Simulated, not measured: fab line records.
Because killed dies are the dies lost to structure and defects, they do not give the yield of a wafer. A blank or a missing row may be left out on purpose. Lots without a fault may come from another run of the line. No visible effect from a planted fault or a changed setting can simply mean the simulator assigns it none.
fab line records	flow n5_finfet
record: lots: 10	wafers: 27	last_day: 17
route steps=1938 shown BEOL_M4@1111 BEOL_M6@1227 PASSIVATION@1936
lots untouched by any fault: they come from a run of this same line in which no faults occurred
start_h: start of the lot's first displayed wafer, in hours after the record's first day	wait_h: how many hours have passed since the lot's step before this one	" same as the row above	L1.1+2: a single row standing in for several wafers	- no value present, or no start provided	* or withheld: withheld	< > ~ a bound
route shown NAME@n: a module of which the file shows steps, and the number in the route of the first	usual: the fault-free wafers' mean and standard deviation	same: alike in all rows	chamber/n: place in a boat	sites: readings site by site	_std_site: standard deviation across them	_edge_site: the outer-site mean with the inner-site mean subtracted	radius_mm: for every site, how far away it sits from the centre of the wafer	mask NAME#n: copy n	behind: the most recent tool/chamber to have shaped the wafer	hold: what put the lot on hold/how long, in hours/how the hold closed	device: whichever transistor did not switch (one of n, p or np)	end of line: the route-end tests of the same wafers	a step without rows: its recipe alone	killed: not the wafer's yield, but the dies lost to structure and defects at the first sort	map: a wafer's dies, x killed, . not, _ none there
set.NAME: the setting as run; set.NAME@STEP: as run at that earlier step	model.NAME: the simulator's own value behind a step, which no gauge read
steps of the route over a sample of lots; a table a step, a row a wafer
services: when a tool's chamber went out of use (start_h, in hours from the record's first day, below 0 if earlier), for how many hours, and the reason
== steps ==
step: N5_BEOL_M4_RC_MEAS_101
usual: DIBL_N: 36.2/1.7	DIBL_P: 36.6/1.9	IOFF_N: 0.16/0.032	IOFF_P: 0.21/0.037	ION_N: 675/12	ION_P: 460/8.1	SS_N: 71.4/0.58	SS_P: 73.4/0.64	VT_N: 249/3.2	VT_P: -252/3.4
lot.wafer	tool	chamber	start_h	wait_h	DIBL_N[mV/V]	DIBL_P[mV/V]	IOFF_N[nA/um]	IOFF_P[nA/um]	ION_N[uA/um]	ION_P[uA/um]	SS_N[mV/dec]	SS_P[mV/dec]	VT_N[mV]	VT_P[mV]
L427.1	prober-02	0	166.74	0.0	39.2	38.4	0.20	0.22	673	452	72.1	73.8	246	-252
L427.6	"	0	"	"	36.3	35.2	0.15	0.18	674	459	70.1	73.3	248	-252
L428.1	prober-02	0	169.36	0.0	36.7	37.2	0.17	0.23	665	465	71.8	73.2	250	-248
L428.4	"	0	"	"	36.4	37.7	0.16	0.23	687	468	72.2	73.8	250	-247
L428.6	"	0	"	"	33.9	34.4	0.13	0.18	668	465	71.1	72.9	252	-250
L430.2	prober-02	0	183.29	0.2	38.1	38.5	0.19	0.23	682	462	72.5	73.5	248	-250
L430.3	"	0	"	"	34.9	35.8	0.14	0.19	657	450	71.9	72.8	253	-253
L430.5	"	0	"	"	36.7	37.3	0.17	0.21	676	462	71.4	73.5	250	-253
L432.3	prober-02	0	194.52	0.3	37.4	38.4	0.18	0.23	679	467	71.6	74.6	249	-246
L432.4	"	0	"	"	34.8	34.5	0.13	0.16	674	461	70.8	73.0	251	-251
L432.5	"	0	"	"	35.5	35.5	0.15	0.18	671	458	70.8	73.6	251	-253
L434.2	prober-02	0	203.56	0.2	36.8	38.0	0.17	0.21	669	454	72.3	73.7	248	-254
L434.3	"	0	"	"	35.1	37.1	0.14	0.18	669	451	71.1	72.7	251	-251
L434.4	"	0	"	"	36.4	37.7	0.16	0.20	672	450	71.1	73.2	246	-253
L437.4	prober-02	0	227.16	0.5	37.4	38.8	0.18	0.23	693	465	71.7	73.9	247	-253
L437.5	"	0	"	"	36.9	38.4	0.16	0.21	674	462	71.3	73.7	251	-251
L440.4	prober-02	0	245.44	0.5	33.7	33.3	0.12	0.15	665	450	71.1	72.2	252	-254
L440.5	"	0	"	"	36.9	37.8	0.18	0.22	673	460	71.8	73.6	248	-251
L444.3	prober-02	0	264.09	0.3	37.1	37.9	0.17	0.21	678	463	71.4	73.3	248	-251
L444.4	"	0	"	"	35.6	35.9	0.15	0.17	657	450	71.7	73.1	248	-254
L444.5	"	0	"	"	34.8	34.4	0.13	0.16	667	454	71.3	72.4	251	-255
L443.1	prober-01	0	265.51	0.0	35.6	36.4	0.15	0.20	665	455	71.0	73.4	251	-249
L443.4	"	0	"	"	37.8	38.3	0.20	0.23	670	455	72.0	73.8	246	-251
L443.5	"	0	"	"	35.9	36.5	0.15	0.21	678	462	71.7	73.6	251	-252
L450.1	prober-02	0	296.75	0.0	37.0	35.9	0.16	0.21	680	465	71.2	72.9	249	-253
L450.2	"	0	"	"	35.7	34.2	0.13	0.19	666	460	69.8	72.2	254	-250
L450.5	"	0	"	"	37.2	37.3	0.17	0.23	684	469	71.0	73.9	249	-247
step: N5_BEOL_M6_CD_MEAS_28
recipe: target_cd_nm: 40	landing_energy_ev: 500	detector: se_inlens
usual: cd_nm: 39.93/0.24
lot.wafer	tool	chamber	start_h	wait_h	cd_nm
L427.1	cd_sem-03	0	184.87	-	39.95
L427.6	"	0	"	"	39.75
L428.1	cd_sem-01	0	186.84	-	40.12
L428.4	"	0	"	"	39.72
L428.6	"	0	"	"	40.07
L430.2	cd_sem-01	0	202.28	-	40.00
L430.3	"	0	"	"	40.00
L430.5	"	0	"	"	40.22
L432.3	cd_sem-02	0	209.86	-	39.37
L432.4	"	0	"	"	39.63
L432.5	"	0	"	"	39.70
L434.2	cd_sem-03	0	221.42	-	39.91
L434.3	"	0	"	"	39.71
L434.4	"	0	"	"	40.06
L437.4	cd_sem-03	0	243.58	-	39.70
L437.5	"	0	"	"	39.84
L440.4	cd_sem-02	0	262.25	-	39.61
L440.5	"	0	"	"	40.03
L443.1	cd_sem-01	0	280.61	-	40.35
L443.4	"	0	"	"	40.22
L443.5	"	0	"	"	39.90
L444.3	cd_sem-01	0	280.78	-	40.18
L444.4	"	0	"	"	39.92
L444.5	"	0	"	"	40.02
L450.1	cd_sem-03	0	313.63	-	39.82
L450.2	"	0	"	"	39.46
L450.5	"	0	"	"	39.97
step: N5_BEOL_M6_INSPECT_30
recipe: mode: adi	inspect_instrument: brightfield
usual: raw_defect_count: 461/110
lot.wafer	tool	chamber	start_h	wait_h	raw_defect_count
L427.1	defect_inspect-01	-	184.95	0.1	760
L427.6	"	-	"	"	655
L428.1	defect_inspect-01	-	186.93	0.1	615
L428.4	"	-	"	"	452
L428.6	"	-	"	"	815
L430.2	defect_inspect-01	-	202.36	0.0	584
L430.3	"	-	"	"	487
L430.5	"	-	"	"	491
L432.3	defect_inspect-01	-	209.94	0.0	358
L432.4	"	-	"	"	417
L432.5	"	-	"	"	428
L434.2	defect_inspect-01	-	221.50	0.0	480
L434.3	"	-	"	"	662
L434.4	"	-	"	"	437
L437.4	defect_inspect-01	-	243.67	0.0	401
L437.5	"	-	"	"	359
L440.4	defect_inspect-02	-	262.33	0.0	637
L440.5	"	-	"	"	499
L443.1	defect_inspect-02	-	280.69	0.1	406
L443.4	"	-	"	"	397
L443.5	"	-	"	"	426
L444.3	defect_inspect-01	-	280.87	0.0	472
L444.4	"	-	"	"	458
L444.5	"	-	"	"	522
L450.1	defect_inspect-01	-	313.72	0.1	462
L450.2	"	-	"	"	393
L450.5	"	-	"	"	420
step: N5_BEOL_M6_SURFACE_TREAT_79
recipe: gas: Ar	time_s: *	ion_energy_ev: *	ion_current_ma_cm2: 0.5	pressure_mtorr: *	ar_flow_sccm: 30
usual: throttle_valve_pct: *
lot.wafer	tool	chamber	start_h	wait_h	throttle_valve_pct
L427.1	pvd_sputter-02	-	186.73	0.2	*
L427.6	"	-	"	"	*
L428.1	pvd_sputter-01	-	188.47	0.2	*
L428.4	"	-	"	"	*
L428.6	"	-	"	"	*
L430.2	pvd_sputter-03	-	204.09	0.2	*
L430.3	"	-	"	"	*
L430.5	"	-	"	"	*
L432.3	pvd_sputter-03	-	212.03	0.3	*
L432.4	"	-	"	"	*
L432.5	"	-	"	"	*
L434.2	pvd_sputter-01	-	223.23	0.2	*
L434.3	"	-	"	"	*
L434.4	"	-	"	"	*
L437.4	pvd_sputter-02	-	245.54	0.2	*
L437.5	"	-	"	"	*
L440.4	pvd_sputter-03	-	263.90	0.2	*
L440.5	"	-	"	"	*
L443.1	pvd_sputter-03	-	282.68	0.2	*
L443.4	"	-	"	"	*
L443.5	"	-	"	"	*
L444.3	pvd_sputter-01	-	283.17	0.3	*
L444.4	"	-	"	"	*
L444.5	"	-	"	"	*
L450.1	pvd_sputter-03	-	315.94	0.3	*
L450.2	"	-	"	"	*
L450.5	"	-	"	"	*
step: N5_BEOL_M6_CMP_52
recipe: stop_on: SiCOH_lowk	t_overpolish_s: 6.9	down_force_psi: 1	platen_rpm: 50	clearing_platen_down_force_psi: 1.5	clearing_platen_rpm: 50	post_cmp_clean: cu_alkaline	target_thk_nm: 80	clearing_platen_pad_velocity_m_s: 0.99484	pad_velocity_m_s: 0.99484
usual: barrier_field_endpoint_s: 29.0/0.81	clearing_platen_down_force_psi: 1.4999/0.0029	edge_zone_pressure_frac: 0.999/0.0053	motor_current_A: 6.3/0.64	overpolish_run_s: 6.899/0.0095	platen_rpm: 50.00/0.038	time_to_endpoint_s: 62/3.8
lot.wafer	tool	chamber	start_h	wait_h	barrier_field_endpoint_s	clearing_platen_down_force_psi	edge_zone_pressure_frac	motor_current_A	overpolish_run_s	platen_rpm	time_to_endpoint_s
L427.1	cmp-02	0	187.63	0.3	27.7	1.5002	1.005	6.8	6.909	50.05	61
L427.6	"	2	"	"	27.4	1.4962	1.008	6.1	6.905	50.00	58
L428.1	cmp-02	2	189.23	0.3	27.6	1.5008	0.996	6.1	6.912	49.98	54
L428.4	"	0	"	"	28.4	1.5022	0.997	6.6	6.894	49.95	60
L428.6	"	1	"	"	29.0	1.4951	0.997	6.3	6.911	50.03	59
L430.3	cmp-01	3	205.06	0.2	27.5	1.4985	0.999	6.4	6.888	50.02	56
L430.2	"	1	"	"	28.2	1.4997	0.998	5.2	6.900	50.06	55
L430.5	"	0	"	"	28.9	1.4988	0.993	5.6	6.903	50.06	60
L432.4	cmp-02	0	213.45	0.2	28.4	1.5032	1.002	6.7	6.901	50.00	60
L432.3	"	1	"	"	27.4	1.4994	0.993	6.7	6.905	49.99	58
L432.5	"	3	"	"	28.8	1.5044	0.993	6.7	6.904	49.97	61
L434.4	cmp-04	2	224.07	0.2	29.2	1.4927	1.004	7.6	6.893	50.04	60
L434.2	"	3	"	"	29.4	1.4988	0.994	5.9	6.912	49.99	63
L434.3	"	0	"	"	28.5	1.4935	0.999	5.6	6.898	50.02	60
L437.4	cmp-02	3	246.52	0.2	30.8	1.4970	1.006	6.7	6.895	49.96	66
L437.5	"	1	"	"	46.9	1.4983	0.987	6.0	0.048	49.93	82
L440.4	cmp-02	3	264.71	0.2	29.3	1.5009	1.009	6.5	6.908	49.96	67
L440.5	"	1	"	"	46.9	1.5009	0.996	6.5	0.032	50.00	81
L443.4	cmp-04	1	284.29	0.2	29.5	1.4968	1.003	7.2	6.894	49.97	67
L443.1	"	3	"	"	29.8	1.5003	0.991	5.6	6.910	50.01	71
L443.5	"	1	"	"	29.8	1.4951	0.998	7.1	6.915	50.00	66
L444.3	cmp-01	2	284.58	0.2	28.7	1.4983	1.000	5.9	6.893	49.99	64
L444.4	"	3	"	"	28.3	1.4981	0.993	6.4	6.892	50.01	56
L444.5	"	0	"	"	29.0	1.4990	1.006	5.7	6.904	49.96	62
L450.1	cmp-01	3	319.88	0.3	27.5	1.5007	0.995	6.1	6.902	49.96	57
L450.2	"	1	"	"	28.1	1.4966	0.995	5.0	6.881	50.01	56
L450.5	"	3	"	"	28.8	1.4968	1.008	5.8	6.890	49.99	60
step: N5_BEOL_M6_THK_MEAS_53
recipe: thk_meas_gauge: xrf	reads: Cu_of_BEOL_M6_ECD_50
usual: M6_THK: 78.6/2.3
lot.wafer	tool	chamber	start_h	wait_h	M6_THK[nm]
L427.1	film_metro-02	-	187.85	-	79.8
L427.6	"	-	"	"	75.9
L428.1	film_metro-02	-	189.49	-	78.6
L428.4	"	-	"	"	78.6
L428.6	"	-	"	"	77.3
L430.2	film_metro-02	-	205.36	-	77.4
L430.3	"	-	"	"	78.3
L430.5	"	-	"	"	79.5
L432.3	film_metro-01	-	213.71	-	81.2
L432.4	"	-	"	"	77.7
L432.5	"	-	"	"	77.8
L434.2	film_metro-01	-	224.33	-	81.5
L434.3	"	-	"	"	84.8
L434.4	"	-	"	"	82.0
L437.4	film_metro-01	-	246.74	-	81.3
L437.5	"	-	"	"	199.9
L440.4	film_metro-01	-	264.93	-	82.8
L440.5	"	-	"	"	192.2
L443.1	film_metro-02	-	284.54	-	77.2
L443.4	"	-	"	"	79.9
L443.5	"	-	"	"	79.7
L444.3	film_metro-02	-	284.80	-	77.7
L444.4	"	-	"	"	78.4
L444.5	"	-	"	"	77.2
L450.1	film_metro-02	-	320.14	-	74.6
L450.2	"	-	"	"	77.1
L450.5	"	-	"	"	76.8
step: N5_BEOL_M6_INSPECT_58
recipe: inspect_instrument: darkfield	mode: post_dep
usual: raw_defect_count: 77/26
lot.wafer	tool	chamber	start_h	wait_h	raw_defect_count
L427.1	defect_inspect-02	-	188.01	0.0	99
L427.6	"	-	"	"	140
L428.1	defect_inspect-02	-	189.65	0.0	81
L428.4	"	-	"	"	92
L428.6	"	-	"	"	84
L430.2	defect_inspect-01	-	205.52	0.0	118
L430.3	"	-	"	"	86
L430.5	"	-	"	"	77
L432.3	defect_inspect-02	-	213.86	0.0	54
L432.4	"	-	"	"	81
L432.5	"	-	"	"	106
L434.2	defect_inspect-02	-	224.49	0.0	47
L434.3	"	-	"	"	58
L434.4	"	-	"	"	75
L437.4	defect_inspect-01	-	246.90	0.0	39
L437.5	"	-	"	"	1322
L440.4	defect_inspect-01	-	265.09	0.0	45
L440.5	"	-	"	"	1357
L443.1	defect_inspect-01	-	284.70	0.0	84
L443.4	"	-	"	"	75
L443.5	"	-	"	"	71
L444.3	defect_inspect-01	-	284.96	0.0	83
L444.4	"	-	"	"	115
L444.5	"	-	"	"	73
L450.1	defect_inspect-02	-	320.33	0.0	71
L450.2	"	-	"	"	74
L450.5	"	-	"	"	29
step: N5_PASSIVATION_PROBE_49
usual: defect_limited_yield: 91.3/1.5	killed_at_M0_to_M3: 35/10	killed_at_M4_up: 12/4.6	killed_at_contacts: 13/6.6	killed_at_front_end: 39/11	killed_at_other: 4/3.4	killed_dies: 103/17	killed_on_rim: 14/4.1	killed_open: 67/13	killed_short: 35/8.2	sort_bin_5_function: 5.1/0.94	sort_bin_6_memory: 3.2/0.7	sort_n_pass: 1077/17	sort_yield_pct: 91.3/1.5
same: gross_dies: 1180	killed_at_back_side: 0	sort_bin_4_leakage[%]: 0	sort_bin_8_speed[%]: 0
lot.wafer	tool	chamber	start_h	wait_h	defect_limited_yield[%]	killed_at_M0_to_M3	killed_at_M4_up	killed_at_contacts	killed_at_front_end	killed_at_other	killed_dies	killed_on_rim	killed_open	killed_short	sort_bin_5_function[%]	sort_bin_6_memory[%]	sort_n_pass	sort_yield_pct[%]
L427.1	prober-02	-	270.63	0.0	90.7	27	18	13	47	5	110	18	68	41	5.2	3.2	1070	90.7
L427.6	prober-02	-	270.88	0.3	92.8	29	23	8	21	4	85	15	58	25	4.2	2.5	1095	92.8
L430.2	prober-01	-	283.83	0.2	91.3	25	16	28	34	0	103	13	76	25	4.9	3.5	1077	91.3
L430.3	prober-01	-	283.88	0.3	92.9	22	13	22	26	1	84	10	60	23	4.3	2.5	1096	92.9
L430.5	prober-01	-	283.98	0.4	91.5	48	10	13	25	4	100	11	63	36	5.6	2.5	1080	91.5
L432.3	prober-01	-	296.90	0.1	91.8	36	16	6	38	1	97	16	62	34	4.3	3.4	1083	91.8
L432.4	prober-01	-	296.95	0.2	91.8	36	14	7	38	2	97	15	55	42	4.3	3.5	1083	91.8
L432.5	prober-01	-	297.00	0.2	90.8	33	22	12	38	4	109	13	70	38	5.8	3.1	1071	90.8
L437.4	prober-01	-	326.54	0.2	91.1	27	13	18	45	2	105	18	76	28	4.8	3.8	1075	91.1
L437.5	prober-01	-	326.59	0.2	0	37	1074	25	40	4	1180	152	73	43	4.6	4.9	0	0
L440.4	prober-01	-	343.11	0.2	90.7	28	16	13	43	10	110	13	82	27	5.3	3.7	1070	90.7
L440.5	prober-01	-	343.16	0.2	0	26	1093	13	45	3	1180	152	60	36	4.7	3.1	0	0
L450.1	prober-02	-	404.37	0.0	89.0	45	13	22	42	8	130	15	96	33	6.9	4.2	1050	89.0
L450.2	prober-02	-	404.42	0.1	88.7	54	14	26	29	10	133	20	92	40	7.2	3.9	1047	88.7
L450.5	prober-02	-	404.57	0.2	89.4	56	14	23	29	3	125	22	78	46	5.8	4.7	1055	89.4
killed by level:class
L427.1 FIN_SAQP:geometric_particle:open=9 MOL_CONTACT_COAG:geometric_particle:open=9 BEOL_M4:geometric_particle:open=8 DUMMY_GATE:geometric_particle:open=7 BEOL_M0_SAQP:geometric_particle:short=7 BEOL_M1:geometric_particle:open=6 STARTING-WAFER:geometric_particle:open=5 BEOL_M0_SAQP:geometric_particle:open=5
L427.6 BEOL_M4:geometric_particle:open=11 BEOL_M3:geometric_particle:open=9 STI_FIN_REVEAL:geometric_particle:open=5 MOL_CONTACT_COAG:geometric_particle:open=5 BEOL_M0_SAQP:geometric_particle:open=5 BEOL_M0_SAQP:geometric_particle:short=4 BEOL_M1:geometric_particle:open=4 BEOL_M8:geometric_particle:open=4
L430.2 MOL_CONTACT_COAG:geometric_particle:open=26 FIN_SAQP:geometric_particle:open=6 BEOL_M8:geometric_particle:open=5 STI_FIN_REVEAL:geometric_particle:open=5 BEOL_M1:geometric_particle:open=5 BEOL_M3:geometric_particle:open=5 STARTING-WAFER:geometric_particle:short=5 FIN_SAQP:geometric_particle:short=4
L430.3 MOL_CONTACT_COAG:geometric_particle:open=16 STI_FIN_REVEAL:geometric_particle:open=10 BEOL_M0_SAQP:geometric_particle:short=7 BEOL_M3:geometric_particle:open=7 MOL_CONTACT_COAG:geometric_particle:short=6 BEOL_M0_SAQP:geometric_particle:open=5 BEOL_M5:geometric_particle:open=4 FIN_SAQP:geometric_particle:open=3
L430.5 BEOL_M0_SAQP:geometric_particle:short=12 BEOL_M3:geometric_particle:open=11 MOL_CONTACT_COAG:geometric_particle:open=10 BEOL_M0_SAQP:geometric_particle:open=9 BEOL_M0:geometric_particle:open=6 DUMMY_GATE:geometric_particle:open=5 BEOL_M2:geometric_particle:open=4 STI_FIN_REVEAL:geometric_particle:open=3
L432.3 FIN_SAQP:geometric_particle:open=11 BEOL_M0_SAQP:geometric_particle:open=9 BEOL_M4:geometric_particle:open=7 ILD0:geometric_particle:short=6 BEOL_M1:geometric_particle:open=6 DUMMY_GATE:geometric_particle:open=5 BEOL_M0_SAQP:geometric_particle:short=5 BEOL_M3:geometric_particle:short=5
L432.4 FIN_SAQP:geometric_particle:short=9 BEOL_M0_SAQP:geometric_particle:open=8 FIN_SAQP:geometric_particle:open=7 MOL_CONTACT_COAG:geometric_particle:open=6 BEOL_M1:geometric_particle:open=6 BEOL_M4:geometric_particle:open=6 BEOL_M2:geometric_particle:open=5 BEOL_M2:geometric_particle:short=5
L432.5 FIN_SAQP:geometric_particle:short=11 MOL_CONTACT_COAG:geometric_particle:open=11 STI_FIN_REVEAL:geometric_particle:open=9 BEOL_M3:geometric_particle:open=9 BEOL_M6:geometric_particle:open=9 BEOL_M0_SAQP:geometric_particle:short=6 ILD0:geometric_particle:short=4 BEOL_M0_SAQP:geometric_particle:open=4
L437.4 FIN_SAQP:geometric_particle:open=19 MOL_CONTACT_COAG:geometric_particle:open=11 DUMMY_GATE:geometric_particle:open=10 BEOL_M1:geometric_particle:open=9 MOL_CONTACT_COAG:geometric_particle:short=7 FIN_SAQP:geometric_particle:short=6 BEOL_M0:geometric_particle:open=6 STI_FIN_REVEAL:geometric_particle:open=5
L437.5 BEOL_M6:area_cmp=1063 MOL_CONTACT_COAG:geometric_particle:open=18 BEOL_M0_SAQP:geometric_particle:short=12 STI_FIN_REVEAL:geometric_particle:open=7 DUMMY_GATE:geometric_particle:open=7 MOL_CONTACT_COAG:geometric_particle:short=7 FIN_SAQP:geometric_particle:short=6 BEOL_M0:geometric_particle:open=5
L440.4 FIN_SAQP:geometric_particle:open=17 MOL_CONTACT_COAG:geometric_particle:open=12 BEOL_M3:geometric_particle:open=8 FIN_SAQP:geometric_particle:short=6 BEOL_M2:geometric_particle:open=6 STI_FIN_REVEAL:geometric_particle:open=5 BEOL_M0_SAQP:geometric_particle:open=5 MIM_TOP_ETCH:geometric_particle:short=5
L440.5 BEOL_M6:area_cmp=1084 FIN_SAQP:geometric_particle:open=14 MOL_CONTACT_COAG:geometric_particle:open=9 BEOL_M0_SAQP:geometric_particle:short=6 BEOL_M2:geometric_particle:open=6 FIN_SAQP:geometric_particle:short=5 BEOL_M0_SAQP:geometric_particle:open=5 STARTING-WAFER:geometric_particle:short=5
L450.1 MOL_CONTACT_COAG:geometric_particle:open=17 FIN_SAQP:geometric_particle:open=14 BEOL_M4:geometric_particle:open=7 BEOL_M1:geometric_particle:open=7 BEOL_M2:geometric_particle:open=7 DUMMY_GATE:geometric_particle:open=6 BEOL_M3:geometric_particle:open=6 BEOL_M0_SAQP:geometric_particle:short=6
L450.2 MOL_CONTACT_COAG:geometric_particle:open=22 BEOL_M2:geometric_particle:open=14 BEOL_M0_SAQP:geometric_particle:short=14 FIN_SAQP:geometric_particle:open=13 BEOL_M0_SAQP:geometric_particle:open=10 BEOL_M0:geometric_particle:open=5 BEOL_M3:geometric_particle:open=5 FIN_SAQP:geometric_particle:short=4
L450.5 MOL_CONTACT_COAG:geometric_particle:open=19 BEOL_M0_SAQP:geometric_particle:open=19 BEOL_M0_SAQP:geometric_particle:short=16 BEOL_M2:geometric_particle:open=9 FIN_SAQP:geometric_particle:short=8 GATE_CUT:geometric_particle:short=8 FIN_SAQP:geometric_particle:open=4 MOL_CONTACT_COAG:geometric_particle:short=4
== services ==
tool	chamber	start_h	hours	kind
cmp-01	-	195.44	2.3	repair
cmp-04	-	198.53	0.2	repair
cmp-02	-	200.12	5.6	pm
cmp-02	-	224.03	4.0	pm
cmp-02	-	228.03	-	consumable_replace:conditioner
cmp-02	-	228.03	-	consumable_replace:pad
cmp-04	-	233.49	3.8	repair
cmp-02	-	235.30	2.8	repair
cmp-02	-	286.37	0.2	repair
cmp-04	-	299.99	1.2	repair
pvd_sputter-02	-	316.01	7.5	repair
== key ==
first_sign: step: N5_BEOL_M6_CMP_52	reading: overpolish_run_s	direction: down	sigmas: 99+	usual: 6.899	struck: 0.040
effect: step: N5_BEOL_M6_CMP_52	reading: barrier_field_endpoint_s	direction: up	sigmas: 22	usual: 29.0	struck: 46.9
effect: step: N5_BEOL_M6_THK_MEAS_53	reading: M6_THK	direction: up	sigmas: 51	usual: 78.6	struck: 196.0
effect: step: N5_BEOL_M6_INSPECT_58	reading: raw_defect_count	direction: up	sigmas: 49	usual: 77	struck: 1340
effect: step: N5_PASSIVATION_PROBE_49	reading: killed_at_M4_up	direction: up	sigmas: 99+	usual: 12	struck: 1084
more_kills_born_at: N5_BEOL_M6_CMP_52@cmp-02: 2147
met_at N5_BEOL_M6_CMP_52
struck_lots L437,L440
struck_wafers L437.5,L440.5
later_rows_left_out L437.5,L440.5
not_acting_at N5_BEOL_M6_CD_MEAS_28,N5_BEOL_M6_INSPECT_30,N5_BEOL_M6_SURFACE_TREAT_79
onset_between 213.45 246.52
fault: kind: process_parameter_drift	tool: cmp-02	chamber: -	onset_h: 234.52	steps: N5_BEOL_M6_CMP_52	channel: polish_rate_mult	offset: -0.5	shape: step	end_h: 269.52	scope: struck_wafers_only
later_rows_left_out: the simulator's readings of these wafers behind a module that went badly wrong aren't trusted and aren't shown, but for the sort
